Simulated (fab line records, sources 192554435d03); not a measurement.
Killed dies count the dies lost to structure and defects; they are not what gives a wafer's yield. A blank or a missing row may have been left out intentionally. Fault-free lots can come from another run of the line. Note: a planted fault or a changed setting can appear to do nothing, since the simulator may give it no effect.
Which tool was responsible? + flow n5_finfet + 24 lots, 72 wafers sampled, at 6 steps of a route of 1938

## WHAT THE GAUGES READ, wafer by wafer
N5_BEOL_M4_INSPECT_13: inspects for defects (brightfield).
| lot  | measured     | on                | raw_defect_count |
|------|--------------|-------------------|------------------|
| L074 | day 7 12:12  | defect_inspect-01 | 465 319 343      |
| L075 | day 7 18:40  | defect_inspect-01 | 262 276 468      |
| L077 | day 8 13:26  | defect_inspect-01 | 378 337 377      |
| L076 | day 8 13:46  | defect_inspect-02 | 549 457 545      |
| L078 | day 9 07:00  | defect_inspect-02 | 444 373 471      |
| L079 | day 9 15:12  | defect_inspect-02 | 392 416 399      |
| L080 | day 9 21:18  | defect_inspect-01 | 581 510 536      |
| L081 | day 9 21:28  | defect_inspect-01 | 419 532 398      |
| L082 | day 9 23:03  | defect_inspect-02 | 642 315 336      |
| L085 | day 10 03:08 | defect_inspect-01 | 323 387 274      |
| L083 | day 10 04:25 | defect_inspect-02 | 512 473 329      |
| L084 | day 10 13:57 | defect_inspect-02 | 630 501 586      |
| L087 | day 10 14:58 | defect_inspect-01 | 355 296 316      |
| L086 | day 10 17:24 | defect_inspect-02 | 411 355 427      |
| L088 | day 11 06:00 | defect_inspect-01 | 430 487 450      |
| L089 | day 11 14:15 | defect_inspect-01 | 422 418 358      |
| L090 | day 12 03:53 | defect_inspect-02 | 499 382 432      |
| L092 | day 12 04:59 | defect_inspect-01 | 355 403 309      |
| L093 | day 12 09:58 | defect_inspect-01 | 447 474 310      |
| L091 | day 12 10:26 | defect_inspect-02 | 325 386 431      |
| L094 | day 12 20:37 | defect_inspect-02 | 358 395 425      |
| L095 | day 13 01:43 | defect_inspect-02 | 236 288 427      |
| L097 | day 13 05:36 | defect_inspect-02 | 363 517 374      |
| L096 | day 13 18:28 | defect_inspect-02 | 452 319 375      |

## WHAT TOOL EACH LOT RAN ON (gives the tool, then ch and the chambers of the sampled wafers, and finally the start)
| lot  | N5_BEOL_M3_DEGAS_44          | N5_BEOL_M3_ANNEAL_82         | N5_BEOL_M3_ANNEAL_89         | N5_BEOL_M3_SPUTTER_92        | N5_BEOL_M4_ILD_DEP_00           |
|------|------------------------------|------------------------------|------------------------------|------------------------------|---------------------------------|
| L074 | pvd_sputter-03, day 7 05:23  | pvd_sputter-03, day 7 08:14  | pvd_sputter-03, day 7 08:40  | pvd_sputter-03, day 7 09:02  | pecvd-03 ch 0,1,2, day 7 10:36  |
| L075 | pvd_sputter-01, day 7 13:46  | pvd_sputter-03, day 7 15:18  | pvd_sputter-03, day 7 15:44  | pvd_sputter-03, day 7 16:06  | pecvd-03 ch 0,2, day 7 17:40    |
| L077 | pvd_sputter-02, day 8 05:37  | pvd_sputter-01, day 8 06:41  | pvd_sputter-01, day 8 07:08  | pvd_sputter-01, day 8 07:29  | pecvd-03 ch 0,1,2, day 8 09:03  |
| L076 | pvd_sputter-03, day 8 08:28  | pvd_sputter-02, day 8 09:43  | pvd_sputter-02, day 8 10:10  | pvd_sputter-02, day 8 10:31  | pecvd-03 ch 0,1, day 8 12:04    |
| L078 | pvd_sputter-01, day 9 00:05  | pvd_sputter-02, day 9 01:13  | pvd_sputter-02, day 9 01:39  | pvd_sputter-02, day 9 02:01  | pecvd-02 ch 0,1, day 9 03:38    |
| L079 | pvd_sputter-02, day 9 11:04  | pvd_sputter-02, day 9 12:09  | pvd_sputter-02, day 9 12:35  | pvd_sputter-02, day 9 12:57  | pecvd-03 ch 1,2, day 9 14:30    |
| L080 | pvd_sputter-03, day 9 14:14  | pvd_sputter-01, day 9 17:04  | pvd_sputter-01, day 9 17:31  | pvd_sputter-01, day 9 17:52  | pecvd-03 ch 0,2, day 9 19:37    |
| L081 | pvd_sputter-01, day 9 14:30  | pvd_sputter-03, day 9 17:18  | pvd_sputter-03, day 9 17:44  | pvd_sputter-03, day 9 18:06  | pecvd-02 ch 1,2, day 9 19:40    |
| L082 | pvd_sputter-02, day 9 18:10  | pvd_sputter-03, day 9 19:16  | pvd_sputter-03, day 9 19:42  | pvd_sputter-03, day 9 20:04  | pecvd-03 ch 1,2, day 9 21:37    |
| L085 | pvd_sputter-02, day 9 21:39  | pvd_sputter-01, day 9 23:03  | pvd_sputter-01, day 9 23:29  | pvd_sputter-01, day 9 23:51  | pecvd-03 ch 0,1,2, day 10 01:24 |
| L083 | pvd_sputter-01, day 9 22:09  | pvd_sputter-01, day 10 00:53 | pvd_sputter-01, day 10 01:20 | pvd_sputter-01, day 10 01:41 | pecvd-03 ch 0,1, day 10 03:16   |
| L084 | pvd_sputter-01, day 10 07:22 | pvd_sputter-01, day 10 08:44 | pvd_sputter-01, day 10 09:11 | pvd_sputter-01, day 10 09:32 | pecvd-03 ch 0,1, day 10 11:06   |
| L087 | pvd_sputter-03, day 10 09:59 | pvd_sputter-02, day 10 11:27 | pvd_sputter-02, day 10 11:53 | pvd_sputter-02, day 10 12:15 | pecvd-03 ch 1,2, day 10 13:50   |
| L086 | pvd_sputter-03, day 10 10:08 | pvd_sputter-03, day 10 11:55 | pvd_sputter-03, day 10 12:22 | pvd_sputter-03, day 10 12:43 | pecvd-03 ch 1,2, day 10 14:18   |
| L088 | pvd_sputter-01, day 11 00:43 | pvd_sputter-01, day 11 02:03 | pvd_sputter-01, day 11 02:29 | pvd_sputter-01, day 11 02:51 | pecvd-03 ch 1,2, day 11 04:24   |
| L089 | pvd_sputter-02, day 11 09:41 | pvd_sputter-03, day 11 10:59 | pvd_sputter-03, day 11 11:25 | pvd_sputter-03, day 11 11:47 | pecvd-04 ch 0,1,2, day 11 13:35 |
| L090 | pvd_sputter-02, day 11 23:17 | pvd_sputter-01, day 12 00:32 | pvd_sputter-01, day 12 00:59 | pvd_sputter-01, day 12 01:20 | pecvd-04 ch 0,1,2, day 12 02:53 |
| L092 | pvd_sputter-01, day 11 23:23 | pvd_sputter-03, day 12 00:40 | pvd_sputter-03, day 12 01:06 | pvd_sputter-03, day 12 01:28 | pecvd-02 ch 0,1,2, day 12 03:10 |
| L093 | pvd_sputter-01, day 12 03:19 | pvd_sputter-01, day 12 05:00 | pvd_sputter-01, day 12 05:26 | pvd_sputter-01, day 12 05:48 | pecvd-04 ch 0,1,2, day 12 07:23 |
| L091 | pvd_sputter-01, day 12 03:59 | pvd_sputter-02, day 12 05:38 | pvd_sputter-02, day 12 06:04 | pvd_sputter-02, day 12 06:26 | pecvd-03 ch 0,1,2, day 12 08:26 |
| L094 | pvd_sputter-01, day 12 14:33 | pvd_sputter-02, day 12 15:55 | pvd_sputter-02, day 12 16:22 | pvd_sputter-02, day 12 16:43 | pecvd-04 ch 0,1,2, day 12 18:23 |
| L095 | pvd_sputter-03, day 12 20:39 | pvd_sputter-01, day 12 21:51 | pvd_sputter-01, day 12 22:17 | pvd_sputter-01, day 12 22:39 | pecvd-04 ch 0,2, day 13 00:12   |
| L097 | pvd_sputter-03, day 13 01:05 | pvd_sputter-03, day 13 02:26 | pvd_sputter-03, day 13 02:53 | pvd_sputter-03, day 13 03:14 | pecvd-02 ch 0,1, day 13 04:47   |
| L096 | pvd_sputter-02, day 13 11:31 | pvd_sputter-01, day 13 12:43 | pvd_sputter-01, day 13 13:10 | pvd_sputter-01, day 13 13:31 | pecvd-02 ch 0,1,2, day 13 15:04 |
- N5_BEOL_M3_DEGAS_44: time 60 s.
- N5_BEOL_M3_ANNEAL_82: time 240 s.
- N5_BEOL_M3_ANNEAL_89: time 240 s.
- N5_BEOL_M3_SPUTTER_92: material Cu, target thk 4.5 nm, time 8.29 s.
- N5_BEOL_M4_ILD_DEP_00: deposits SiOC from DEMS/O2, target thk 79 nm, time 15.3 s.

## WHAT THE TOOLS THEMSELVES READ (means of the sampled wafers that have a number; where no wafer has one, the mark that the record gives instead)
N5_BEOL_M3_DEGAS_44.
| lot  | tool           | heater_power_w (W) |
|------|----------------|--------------------|
| L074 | pvd_sputter-03 | 319                |
| L075 | pvd_sputter-01 | 336                |
| L077 | pvd_sputter-02 | 336                |
| L076 | pvd_sputter-03 | 299                |
| L078 | pvd_sputter-01 | 371                |
| L079 | pvd_sputter-02 | 338                |
| L080 | pvd_sputter-03 | 347                |
| L081 | pvd_sputter-01 | 355                |
| L082 | pvd_sputter-02 | 390                |
| L085 | pvd_sputter-02 | 318                |
| L083 | pvd_sputter-01 | 348                |
| L084 | pvd_sputter-01 | 345                |
| L087 | pvd_sputter-03 | 315                |
| L086 | pvd_sputter-03 | 341                |
| L088 | pvd_sputter-01 | 358                |
| L089 | pvd_sputter-02 | 373                |
| L090 | pvd_sputter-02 | 354                |
| L092 | pvd_sputter-01 | 336                |
| L093 | pvd_sputter-01 | 358                |
| L091 | pvd_sputter-01 | 355                |
| L094 | pvd_sputter-01 | 357                |
| L095 | pvd_sputter-03 | 332                |
| L097 | pvd_sputter-03 | 342                |
| L096 | pvd_sputter-02 | 341                |

N5_BEOL_M3_ANNEAL_82.
| lot  | tool           | heater_power_w (W) |
|------|----------------|--------------------|
| L074 | pvd_sputter-03 | 835                |
| L075 | pvd_sputter-03 | 834                |
| L077 | pvd_sputter-01 | 812                |
| L076 | pvd_sputter-02 | 831                |
| L078 | pvd_sputter-02 | 1013               |
| L079 | pvd_sputter-02 | 726                |
| L080 | pvd_sputter-01 | 881                |
| L081 | pvd_sputter-03 | 808                |
| L082 | pvd_sputter-03 | 869                |
| L085 | pvd_sputter-01 | 905                |
| L083 | pvd_sputter-01 | 844                |
| L084 | pvd_sputter-01 | 857                |
| L087 | pvd_sputter-02 | 971                |
| L086 | pvd_sputter-03 | 761                |
| L088 | pvd_sputter-01 | 892                |
| L089 | pvd_sputter-03 | 792                |
| L090 | pvd_sputter-01 | 853                |
| L092 | pvd_sputter-03 | 798                |
| L093 | pvd_sputter-01 | 897                |
| L091 | pvd_sputter-02 | 855                |
| L094 | pvd_sputter-02 | 922                |
| L095 | pvd_sputter-01 | 900                |
| L097 | pvd_sputter-03 | 747                |
| L096 | pvd_sputter-01 | 852                |

N5_BEOL_M3_ANNEAL_89.
| lot  | tool           | heater_power_w (W) |
|------|----------------|--------------------|
| L074 | pvd_sputter-03 | 839                |
| L075 | pvd_sputter-03 | 844                |
| L077 | pvd_sputter-01 | 806                |
| L076 | pvd_sputter-02 | 816                |
| L078 | pvd_sputter-02 | 999                |
| L079 | pvd_sputter-02 | 729                |
| L080 | pvd_sputter-01 | 884                |
| L081 | pvd_sputter-03 | 815                |
| L082 | pvd_sputter-03 | 867                |
| L085 | pvd_sputter-01 | 905                |
| L083 | pvd_sputter-01 | 855                |
| L084 | pvd_sputter-01 | 865                |
| L087 | pvd_sputter-02 | 961                |
| L086 | pvd_sputter-03 | 788                |
| L088 | pvd_sputter-01 | 890                |
| L089 | pvd_sputter-03 | 783                |
| L090 | pvd_sputter-01 | 869                |
| L092 | pvd_sputter-03 | 801                |
| L093 | pvd_sputter-01 | 883                |
| L091 | pvd_sputter-02 | 849                |
| L094 | pvd_sputter-02 | 909                |
| L095 | pvd_sputter-01 | 882                |
| L097 | pvd_sputter-03 | 755                |
| L096 | pvd_sputter-01 | 865                |

N5_BEOL_M3_SPUTTER_92.
| lot  | tool           | chamber_pressure_pa (Pa) | throttle_valve_pct (%) |
|------|----------------|--------------------------|------------------------|
| L074 | pvd_sputter-03 | 0.07013                  | 29.6                   |
| L075 | pvd_sputter-03 | 0.06983                  | 29.6                   |
| L077 | pvd_sputter-01 | 0.06998                  | 29.1                   |
| L076 | pvd_sputter-02 | 0.07012                  | 28.7                   |
| L078 | pvd_sputter-02 | 0.06993                  | 29.1                   |
| L079 | pvd_sputter-02 | 0.07012                  | 29.7                   |
| L080 | pvd_sputter-01 | 0.06992                  | 29.2                   |
| L081 | pvd_sputter-03 | 0.06997                  | 29.6                   |
| L082 | pvd_sputter-03 | 0.07000                  | 30.5                   |
| L085 | pvd_sputter-01 | 0.06984                  | 30.5                   |
| L083 | pvd_sputter-01 | 0.06988                  | 28.7                   |
| L084 | pvd_sputter-01 | 0.07017                  | 29.8                   |
| L087 | pvd_sputter-02 | 0.06999                  | 29.0                   |
| L086 | pvd_sputter-03 | 0.07003                  | 29.8                   |
| L088 | pvd_sputter-01 | 0.07000                  | 29.1                   |
| L089 | pvd_sputter-03 | 0.07004                  | 29.7                   |
| L090 | pvd_sputter-01 | 0.07011                  | 28.9                   |
| L092 | pvd_sputter-03 | 0.06992                  | 29.6                   |
| L093 | pvd_sputter-01 | 0.06997                  | 29.1                   |
| L091 | pvd_sputter-02 | 0.06998                  | 29.2                   |
| L094 | pvd_sputter-02 | 0.07015                  | 30.4                   |
| L095 | pvd_sputter-01 | 0.06984                  | 29.1                   |
| L097 | pvd_sputter-03 | 0.06994                  | 29.1                   |
| L096 | pvd_sputter-01 | 0.06993                  | 29.8                   |

N5_BEOL_M4_ILD_DEP_00.
| lot  | tool     | heater_power_w (W) | showerhead_plenum_p_Torr (Torr) | showerhead_vpp_V (V) | throttle_valve_pct (%) |
|------|----------|--------------------|---------------------------------|----------------------|------------------------|
| L074 | pecvd-03 | 493                | 5.702                           | 1446                 | 11.4                   |
| L075 | pecvd-03 | 575                | 5.713                           | 1413                 | 11.2                   |
| L077 | pecvd-03 | 520                | 5.716                           | 1428                 | 11.5                   |
| L076 | pecvd-03 | 391                | 5.708                           | 1507                 | 11.6                   |
| L078 | pecvd-02 | 580                | 5.692                           | 1400                 | 12.0                   |
| L079 | pecvd-03 | 516                | 5.714                           | 1384                 | 11.6                   |
| L080 | pecvd-03 | 447                | 5.705                           | 1484                 | 11.2                   |
| L081 | pecvd-02 | 537                | 5.699                           | 1327                 | 11.5                   |
| L082 | pecvd-03 | 580                | 5.710                           | 1404                 | 11.6                   |
| L085 | pecvd-03 | 506                | 5.706                           | 1451                 | 11.5                   |
| L083 | pecvd-03 | 400                | 5.711                           | 1496                 | 11.7                   |
| L084 | pecvd-03 | 402                | 5.703                           | 1493                 | 11.8                   |
| L087 | pecvd-03 | 486                | 5.698                           | 1409                 | 11.9                   |
| L086 | pecvd-03 | 484                | 5.707                           | 1428                 | 12.1                   |
| L088 | pecvd-03 | 553                | 5.714                           | 1376                 | 11.6                   |
| L089 | pecvd-04 | 430                | 5.682                           | 1396                 | 11.9                   |
| L090 | pecvd-04 | 408                | 5.693                           | 1391                 | 12.1                   |
| L092 | pecvd-02 | 552                | 5.701                           | 1371                 | 11.7                   |
| L093 | pecvd-04 | 392                | 5.693                           | 1394                 | 11.8                   |
| L091 | pecvd-03 | 490                | 5.710                           | 1444                 | 11.7                   |
| L094 | pecvd-04 | 457                | 5.700                           | 1381                 | 12.0                   |
| L095 | pecvd-04 | 432                | 5.696                           | 1413                 | 11.5                   |
| L097 | pecvd-02 | 535                | 5.703                           | 1392                 | 11.9                   |
| L096 | pecvd-02 | 539                | 5.702                           | 1357                 | 11.7                   |

## THE ANSWER, worked out from the rows above alone
Rule: the usual values come from the lots themselves. Put in order of their means at a reading, lots are off if they are a third of the lots or fewer, leave a main group of 4 or more, and stand apart from it by a gap of 3 or more times the standard deviation of the main group's means; of several such gaps the widest counts. The tables above print the reading to a certain number of digits; a main group whose means all agree to those digits is not used. A lot without any number at a reading at which 4 lots or more have one is off too. The other lots that the step has rows for count as sound. Order of review: gauges by route order, followed by the tools' own readings, for which a lot's mean as printed above is used. The first step at which some lot is off is used, and at that step the reading that is off furthest; a lot without a number counts as furthest.
Nothing can be told from this: no lot is off at any reading shown.

## WHAT THE SIMULATOR HAD INSERTED
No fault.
